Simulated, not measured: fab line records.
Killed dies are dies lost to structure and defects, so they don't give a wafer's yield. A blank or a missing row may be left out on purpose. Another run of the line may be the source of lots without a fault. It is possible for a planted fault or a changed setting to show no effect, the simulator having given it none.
Matching of chambers || flow n5Finfet || N5_BEOL_M0_SAQP_PECVD_97 on pecvd-01: 3 sister chambers
The step deposits SiNx from SiH4/NH3/N2, target thk 23 nm, time 19.9 s. 6 wafers are shown with their chamber, then 8 later ones without.

## WAFERS PAIRED WITH THEIR CHAMBERS
{"wafer": "L075.2", "chamber": 2, "throttleValvePct (%)": 41.6, "showerheadVppV (V)": 1103}
{"wafer": "L083.1", "chamber": 2, "throttleValvePct (%)": 41.6, "showerheadVppV (V)": 1091}
{"wafer": "L083.4", "chamber": 1, "throttleValvePct (%)": 39.9, "showerheadVppV (V)": 1028}
{"wafer": "L088.4", "chamber": 0, "throttleValvePct (%)": 43.6, "showerheadVppV (V)": 1147}
{"wafer": "L088.5", "chamber": 1, "throttleValvePct (%)": 40.1, "showerheadVppV (V)": 1044}
{"wafer": "L092.2", "chamber": 0, "throttleValvePct (%)": 43.7, "showerheadVppV (V)": 1134}

## WAFERS WITHOUT THEIR CHAMBER
{"wafer": "L092.4", "throttleValvePct (%)": 43.5, "showerheadVppV (V)": 1119}
{"wafer": "L092.5", "throttleValvePct (%)": 42.0, "showerheadVppV (V)": 1094}
{"wafer": "L094.2", "throttleValvePct (%)": 39.8, "showerheadVppV (V)": 1054}
{"wafer": "L094.4", "throttleValvePct (%)": 39.9, "showerheadVppV (V)": 1049}
{"wafer": "L094.6", "throttleValvePct (%)": 43.7, "showerheadVppV (V)": 1131}
{"wafer": "L096.1", "throttleValvePct (%)": 42.1, "showerheadVppV (V)": 1102}
{"wafer": "L096.5", "throttleValvePct (%)": 43.5, "showerheadVppV (V)": 1138}
{"wafer": "L096.6", "throttleValvePct (%)": 41.9, "showerheadVppV (V)": 1098}

## EACH ONE'S CHAMBER
{"wafer": "L092.4", "from the rows above": 0, "in truth": 0}
{"wafer": "L092.5", "from the rows above": 2, "in truth": 2}
{"wafer": "L094.2", "from the rows above": 1, "in truth": 1}
{"wafer": "L094.4", "from the rows above": 1, "in truth": 1}
{"wafer": "L094.6", "from the rows above": 0, "in truth": 0}
{"wafer": "L096.1", "from the rows above": 2, "in truth": 2}
{"wafer": "L096.5", "from the rows above": 0, "in truth": 0}
{"wafer": "L096.6", "from the rows above": 2, "in truth": 2}
Correct placement for 8 of the 8. From these rows, 0 cannot be placed. Wrongly placed: 0.
How it was worked out, from the rows above alone: a wafer's distance from a chamber is the root of the sum, over the readings, of the square of ((its reading less the chamber's mean) divided by the reading's scatter). The wafer belongs to the nearest chamber; if the next one is less than 2 further off, it can't be placed. The mean given for a chamber averages the wafers shown for that chamber. The scatter: the root of (the sum of the squares of (reading less its chamber's mean) over the shown wafers, divided by (wafers less chambers)).
